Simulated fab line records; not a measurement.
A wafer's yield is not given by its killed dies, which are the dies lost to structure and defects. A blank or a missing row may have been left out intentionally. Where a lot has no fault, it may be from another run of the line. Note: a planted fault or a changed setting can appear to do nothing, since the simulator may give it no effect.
Chamber matching    flow n5-finfet    N5_BEOL_M3_CO_CAP_55 on cvd-co-01 has 3 sister chambers
The step material Co, precursor CCTBA/H2, target thk 2 nm, time 102.1 s. 6 wafers are shown with their chamber, then 12 later ones without.

== WAFERS PAIRED WITH THEIR CHAMBERS ==
wafer   chamber  heater-power-w (W)  susceptor-temp-C (C)
L084.4  2        224                 200.28
L087.3  2        221                 200.38
L086.6  1        213                 199.91
L088.1  0        221                 200.14
L088.4  0        224                 200.22
L088.6  1        216                 200.00

== WAFERS WITH NO CHAMBER GIVEN ==
wafer   heater-power-w (W)  susceptor-temp-C (C)
L090.3  222                 199.92
L090.4  217                 199.99
L090.6  219                 199.81
L091.2  224                 200.12
L091.4  214                 199.70
L091.6  219                 200.32
L092.4  213                 199.86
L092.5  222                 200.01
L092.6  222                 200.08
L096.1  215                 199.90
L096.3  221                 199.89
L096.5  215                 199.96

== EACH ONE'S CHAMBER ==
wafer    from the rows above       in truth
L090.3   can't be placed: 1 or 0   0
L090.4   1                         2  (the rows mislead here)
L090.6   1                         1
L091.2   0                         0
L091.4   1                         1
L091.6   can't be placed: 2 or 0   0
L092.4   1                         1
L092.5   can't be placed: 0 or 1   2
L092.6   0                         0
L096.1   1                         1
L096.3   can't be placed: 1 or 0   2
L096.5   1                         1
Placed correctly: 7 of 12. Cannot be placed on the basis of these rows: 4; the candidates contain the true chamber in 2. 1 placed wrongly.
How it was worked out, from the rows above alone: a wafer's distance from a chamber is the root of the sum, over the readings, of the square of ((its reading less the chamber's mean) divided by the reading's scatter). If the next closest chamber is less than 2 further off than the closest, the wafer can't be placed; otherwise it belongs to the closest. A chamber's mean is the mean of its shown wafers. How the scatter is found: for the shown wafers, subtract from each reading the mean of its chamber, square and add these, divide the total by (wafers less chambers), then take the root.
